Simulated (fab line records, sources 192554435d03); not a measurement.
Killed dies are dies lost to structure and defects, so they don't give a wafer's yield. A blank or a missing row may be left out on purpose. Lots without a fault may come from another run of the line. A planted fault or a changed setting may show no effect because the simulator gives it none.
Problem report in the 8D (eight disciplines) form, filled by code | flow n5_finfet | the parts of the form that need people (team, actions taken, sign-off) are left out

1. THE PROBLEM
raw_defect_count at N5_SD_EPI_P_INSPECT_26 reads a mean of 760 on 2 wafers of 2 lots; wafers without a fault read 172 with a standard deviation of 34. That is +17 standard deviations from the usual mean.
The step: inspects for defects (darkfield).
First seen on wafer L335.1, day 6 22:46, on defect_inspect-02. The record holds 12 wafers of 4 lots with a number at this step. Rule for "out", or "out of limits": more than 4 standard deviations from the usual mean. The other wafers with a number count as sound.

2. WHAT IT IS AND WHAT IT IS NOT
question                    | is                                   | is not
which readings at this step | raw_defect_count                     | -
which lots                  | L335, L336                           | L330, L343
which wafers of those lots  | L335.1, L336.3                       | L335.3, L335.6, L336.1, L336.6
read on which gauges        | defect_inspect-01, defect_inspect-02 | -
when                        | from day 6 22:46                     | up to then (5 sound wafers); but 5 sound wafers of L336, L343 came after

3. SUSPECTS, AND WHAT RULES EACH OUT
Counting: a tool at a process step up to the reading stays a suspect if it ran every lot that is out. Sound lots after the first of them don't rule it out here, since some wafers of a struck lot are sound.
- the gauge at N5_SD_EPI_P_INSPECT_26: ruled out. The wafers that are out were read on 2 gauges (defect_inspect-01, defect_inspect-02).
- wet_bench-03 at N5_SD_EPI_P_PRECLEAN_52 (cleans in O3/DIW, time 60 s): kept. It ran every lot that is out, first L335 (day 6 19:58); its last sound lot up to then is L330 (day 5 13:54).
Left after counting: wet_bench-03 at N5_SD_EPI_P_PRECLEAN_52.

4. THE CAUSE (what the simulator had put in)
Chamber particle source: wet_bench-03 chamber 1, from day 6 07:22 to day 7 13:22, at N5_SD_EPI_P_PRECLEAN_52. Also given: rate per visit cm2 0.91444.
Counting left only this tool.

5. THE CHAIN OF EFFECTS, in route order
Each row: a reading whose mean over the struck wafers that have a number lies more than 3 standard deviations from the usual. Only readings for which the record gives a usual standard deviation are gone through. hours: the time from each lot's start at the first step in this table that gives one to its start at this step, as a median over the lots. sigmas: the change in usual standard deviations.
hours | step                    | reading              | usual  | on struck wafers | change | sigmas
0     | N5_SD_EPI_P_INSPECT_26  | raw_defect_count     | 172    | 760              | +588   | +17
261   | N5_PASSIVATION_PROBE_49 | defect_limited_yield | 91.2 % | 82.1             | -9.1   | -7.0
261   | N5_PASSIVATION_PROBE_49 | killed_at_front_end  | 39     | 154              | +114   | +9.5
261   | N5_PASSIVATION_PROBE_49 | killed_dies          | 104    | 212              | +108   | +7.2
261   | N5_PASSIVATION_PROBE_49 | sort_bin_5_function  | 5.2 %  | 11.3             | +6.1   | +7.0
261   | N5_PASSIVATION_PROBE_49 | sort_n_pass          | 1076   | 968              | -108   | -7.2
261   | N5_PASSIVATION_PROBE_49 | sort_yield_pct       | 91.2 % | 82.1             | -9.1   | -7.0
The process steps in it:
- N5_PASSIVATION_PROBE_49
Later measuring or inspecting steps at which every struck wafer that the step has a row for has a number for every such reading, and none has moved that far: N5_BEOL_M4_RC_MEAS_101.

6. WHAT WOULD HAVE CAUGHT IT SOONER
In this record the first reading out of limits at a measuring or inspecting step was taken at day 6 22:46, 15 hours after the fault began at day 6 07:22.
Of the lots that are out (2), L336 began N5_SD_EPI_P_PRECLEAN_52 on wet_bench-03 after day 6 22:46. A hold on the tool at that time would have spared it.
